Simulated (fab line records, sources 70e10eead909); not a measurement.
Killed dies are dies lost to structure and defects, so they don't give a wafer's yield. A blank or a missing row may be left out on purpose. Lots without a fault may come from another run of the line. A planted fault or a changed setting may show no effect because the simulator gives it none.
Which tool did it? | flow nand_harc | 13 lots, 39 wafers sampled, at 5 steps of a route of 1302

WHAT THE GAUGES READ, wafer by wafer
NHARC_THIN_TSV_CD_MEAS_37. Usual: cd_nm 4999.8 nm, standard deviation 2.8.
lot  | measured     | on        | cd_nm (nm)           | flag
L698 | day 24 16:37 | cd_sem-02 | 4994.9 4993.2 4997.2 |
L697 | day 24 20:14 | cd_sem-01 | 4992.1 4995.6 4995.5 |
L702 | day 25 20:00 | cd_sem-03 | 4994.6 4996.0 4997.3 |
L707 | day 27 13:51 | cd_sem-01 | 4997.2 5002.7 5001.9 |
L705 | day 27 18:25 | cd_sem-02 | 4998.3 4999.3 4997.9 |
L706 | day 28 00:25 | cd_sem-01 | 5000.9 4999.8 5002.2 |
L708 | day 28 14:03 | cd_sem-02 | 4999.0 5000.1 5007.9 |
L711 | day 29 13:02 | cd_sem-01 | 4997.1 4997.9 4995.6 |
L712 | day 29 20:56 | cd_sem-02 | 4999.2 4998.7 4997.3 |
L713 | day 31 00:47 | cd_sem-01 | 5002.6 5006.5        |
L715 | day 31 02:09 | cd_sem-03 | 5001.4               |
L719 | day 34 05:52 | cd_sem-01 | 5001.1 4997.5 5000.4 |
L718 | day 34 03:23 | cd_sem-02 | 4999.9 5003.1 5002.8 |

NHARC_END_SORT_01. Usual: defect_limited_yield 93.3 %, standard deviation 1.5; killed_at_array 41, standard deviation 10; killed_at_other 0.8, standard deviation 0.91; killed_at_periphery 4.2, standard deviation 2.9; killed_dies 46, standard deviation 10; killed_open 3.5, standard deviation 2.1; killed_short 2.5, standard deviation 1.6; sort_bin_2_pct 2.4 %, standard deviation 0.71; sort_bin_3_pct 0.6 %, standard deviation 0.33; sort_bin_4_pct 3.8 %, standard deviation 0.93; sort_n_pass 631, standard deviation 10; sort_rim_yield_pct 86 %, standard deviation 4.5; sort_yield_pct 93.3 %, standard deviation 1.5.
lot  | measured     | on        | defect_limited_yield (%) | killed_at_array | killed_at_other | killed_at_periphery | killed_dies | killed_open | killed_short | sort_bin_2_pct (%) | sort_bin_3_pct (%) | sort_bin_4_pct (%) | sort_n_pass | sort_rim_yield_pct (%) | sort_yield_pct (%) | flag
L713 | day 31 08:24 | prober-02 | 0 90.7 92.5              | 676 62 47       | 0 1 0           | 1 0 4               | 677 63 51   | 2 2 2       | 2 3 2        | 93.4 3.5 3.5       | 0.9 0.9 0.9        | 5.8 4.9 3.1        | 0 614 626   | 0 75 81                | 0 90.7 92.5        | OFF
L715 | day 31 09:58 | prober-01 | 91.0 0 0                 | 52 670 675      | 1 1 0           | 8 6 2               | 61 677 677  | 5 1 4       | 3 5 1        | 2.8 94.2 95.6      | 0.6 0.9 0.7        | 5.6 4.9 3.7        | 616 0 0     | 81 0 0                 | 91.0 0 0           | OFF

WHICH TOOL RAN EACH LOT (tool, then ch and the chambers of the sampled wafers, then the start)
lot  | NHARC_A_M0_PVD_21            | NHARC_A_BONDPAD_DEP_00                     | NHARC_THIN_TSV_DEGAS_53
L698 | pvd_sputter-02, day 23 09:31 | pecvd-03 ch 0,1, day 23 15:47              | pvd_sputter-01, day 24 14:02
L697 | pvd_sputter-02, day 23 13:44 | pecvd-04 ch 1,2, day 23 19:52              | pvd_sputter-02, day 24 17:38
L702 | pvd_sputter-03, day 24 14:22 | pecvd-04 ch 0,1, day 24 20:34              | pvd_sputter-01, day 25 17:24
L707 | pvd_sputter-02, day 26 04:06 | pecvd-04 ch 0,1,2, day 27 11:11 or earlier | pvd_sputter-01, day 27 11:11
L705 | pvd_sputter-02, day 26 12:46 | pecvd-03 ch 1,2, day 26 19:01              | pvd_sputter-01, day 27 15:58
L706 | pvd_sputter-03, day 26 17:47 | pecvd-03 ch 0,1, day 27 00:04              | pvd_sputter-03, day 27 21:51
L708 | pvd_sputter-01, day 27 08:18 | pecvd-03 ch 1,2, day 27 14:24              | pvd_sputter-02, day 28 11:28
L711 | pvd_sputter-01, day 28 06:02 | pecvd-04 ch 1,2, day 28 12:14              | pvd_sputter-01, day 29 10:36
L712 | pvd_sputter-03, day 28 13:11 | pecvd-03 ch 0,1,2, day 28 19:20            | pvd_sputter-02, day 29 18:18
L713 | pvd_sputter-03, day 29 16:00 | pecvd-03 ch 0,1, day 29 22:16              | pvd_sputter-01, day 30 22:22
L715 | pvd_sputter-03, day 29 17:44 | pecvd-01 ch 2, day 29 23:55                | pvd_sputter-02, day 30 23:34
L719 | pvd_sputter-02, day 32 19:17 | pecvd-01 ch 0,1,2, day 33 01:23            | pvd_sputter-01, day 34 03:17
L718 | pvd_sputter-03, day 32 23:28 | pecvd-03 ch 0,1, day 33 05:40              | pvd_sputter-03, day 34 00:50
- NHARC_A_M0_PVD_21: deposits Cu, target thk 30 nm, time 20.49 s.
- NHARC_A_BONDPAD_DEP_00: deposits SiCN, target thk 250 nm.
- NHARC_THIN_TSV_DEGAS_53: time 60 s.

WHAT THE TOOLS THEMSELVES READ (means of the sampled wafers that have a number; where no wafer has one, the mark that the record gives instead)
NHARC_A_M0_PVD_21. Usual: throttle_valve_pct 29.3 %, standard deviation 1.
lot  | tool           | throttle_valve_pct (%) | flag
L698 | pvd_sputter-02 | 30.6                   |
L697 | pvd_sputter-02 | 30.1                   |
L702 | pvd_sputter-03 | 28.4                   |
L707 | pvd_sputter-02 | 29.6                   |
L705 | pvd_sputter-02 | 29.5                   |
L706 | pvd_sputter-03 | 28.4                   |
L708 | pvd_sputter-01 | 29.5                   |
L711 | pvd_sputter-01 | 29.3                   |
L712 | pvd_sputter-03 | 28.2                   |
L713 | pvd_sputter-03 | 28.4                   |
L715 | pvd_sputter-03 | 28.3                   |
L719 | pvd_sputter-02 | 30.7                   |
L718 | pvd_sputter-03 | 28.5                   |

NHARC_A_BONDPAD_DEP_00. Usual: heater_power_w 560 W, standard deviation 110.
lot  | tool     | heater_power_w (W) | flag
L698 | pecvd-03 | 583                |
L697 | pecvd-04 | 613                |
L702 | pecvd-04 | 664                |
L707 | pecvd-04 | 622                |
L705 | pecvd-03 | 527                |
L706 | pecvd-03 | 496                |
L708 | pecvd-03 | 602                |
L711 | pecvd-04 | 628                |
L712 | pecvd-03 | 539                |
L713 | pecvd-03 | 549                |
L715 | pecvd-01 | 503                |
L719 | pecvd-01 | 586                |
L718 | pecvd-03 | 537                |

NHARC_THIN_TSV_DEGAS_53. Usual: heater_power_w 467 W, standard deviation 45.
lot  | tool           | heater_power_w (W) | flag
L698 | pvd_sputter-01 | 448                |
L697 | pvd_sputter-02 | 469                |
L702 | pvd_sputter-01 | 433                |
L707 | pvd_sputter-01 | 430                |
L705 | pvd_sputter-01 | 428                |
L706 | pvd_sputter-03 | 475                |
L708 | pvd_sputter-02 | 510                |
L711 | pvd_sputter-01 | 460                |
L712 | pvd_sputter-02 | 514                |
L713 | pvd_sputter-01 | 474                |
L715 | pvd_sputter-02 | 500                |
L719 | pvd_sputter-01 | 433                |
L718 | pvd_sputter-03 | 445                |

THE ANSWER, worked out from the rows above alone
Rule: a lot is off if the mean of its wafers that have a number lies more than 3 standard deviations from the usual mean. A lot without any number at a reading at which 4 lots or more have one is off too. The other lots that the step has rows for count as sound. The gauges are gone through in route order, then the tools' own readings, and for those a lot's mean is taken as printed above. The first step at which some lot is off is used, and at that step the reading that is off furthest; a lot without a number counts as furthest.
Off: L713, L715, at NHARC_END_SORT_01 (sort_bin_2_pct). Neither off nor sound, because the step has no rows for them: L698, L697, L702, L707, L705, L706, L708, L711, L712, L719, L718.
A tool fits if, at a process step before that reading, it ran every lot that is off, and no sound lot after the first of them. The gauges at NHARC_END_SORT_01 are tried like those tools. One fits: pvd_sputter-03 at NHARC_A_M0_PVD_21. It ran no sound lot before its first lot that is off in this sample, so the start can't be narrowed down.

WHAT THE SIMULATOR HAD PUT IN
Process parameter drift: pvd_sputter-03, from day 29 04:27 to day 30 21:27, at NHARC_A_M0_PVD_21. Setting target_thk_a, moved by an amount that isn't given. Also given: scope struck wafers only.
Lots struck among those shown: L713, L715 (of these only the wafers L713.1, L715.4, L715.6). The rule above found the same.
